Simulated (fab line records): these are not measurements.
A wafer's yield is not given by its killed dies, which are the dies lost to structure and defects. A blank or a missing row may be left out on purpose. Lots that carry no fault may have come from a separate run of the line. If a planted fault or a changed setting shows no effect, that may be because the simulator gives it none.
Which tool was responsible?	flow n5_finfet	33 wafers sampled from 11 lots at 1 step of a route of 1938

== WHAT EACH GAUGE READ, for each wafer ==
N5_BEOL_M14_INSPECT_55: inspects for defects (darkfield).
lot	measured	on	raw_defect_count
L368	day 12 06:29	defect_inspect-02	88 101 93
L369	day 12 06:53	defect_inspect-02	88 115 141
L370	day 12 09:38	defect_inspect-02	63 80 52
L377	day 14 01:46	defect_inspect-02	68 67 69
L379	day 14 13:03	defect_inspect-01	66 61 40
L382	day 14 17:12	defect_inspect-01	60 52 38
L381	day 14 18:53	defect_inspect-01	107 124 141
L386	day 15 21:52	defect_inspect-01	93 116 80
L387	day 16 18:26	defect_inspect-02	87 161 75
L388	day 16 19:11	defect_inspect-02	57 113 58
L390	day 16 21:47	defect_inspect-01	64 94 88

== WHICH TOOL RAN EACH LOT (tool, then ch and the chambers of the sampled wafers, then the start) ==
No process step before these readings appears in the record.

== THE ANSWER, worked out from the rows above alone ==
Rule: what is usual is taken from the lots themselves. Put in order of their means at a reading, lots are off if they are a third of the lots or fewer, leave a main group of 4 or more, and stand apart from it by a gap of 3 or more times the standard deviation of the main group's means; of several such gaps the widest counts. The tables above print the reading to a certain number of digits; a main group whose means all agree to those digits is not used. A lot without any number at a reading at which 4 lots or more have one is off too. Where the step has rows for the other lots, those lots are counted as sound.
No lot is off at any reading shown: from this, nothing can be told.

== WHAT THE SIMULATOR HAD INSERTED ==
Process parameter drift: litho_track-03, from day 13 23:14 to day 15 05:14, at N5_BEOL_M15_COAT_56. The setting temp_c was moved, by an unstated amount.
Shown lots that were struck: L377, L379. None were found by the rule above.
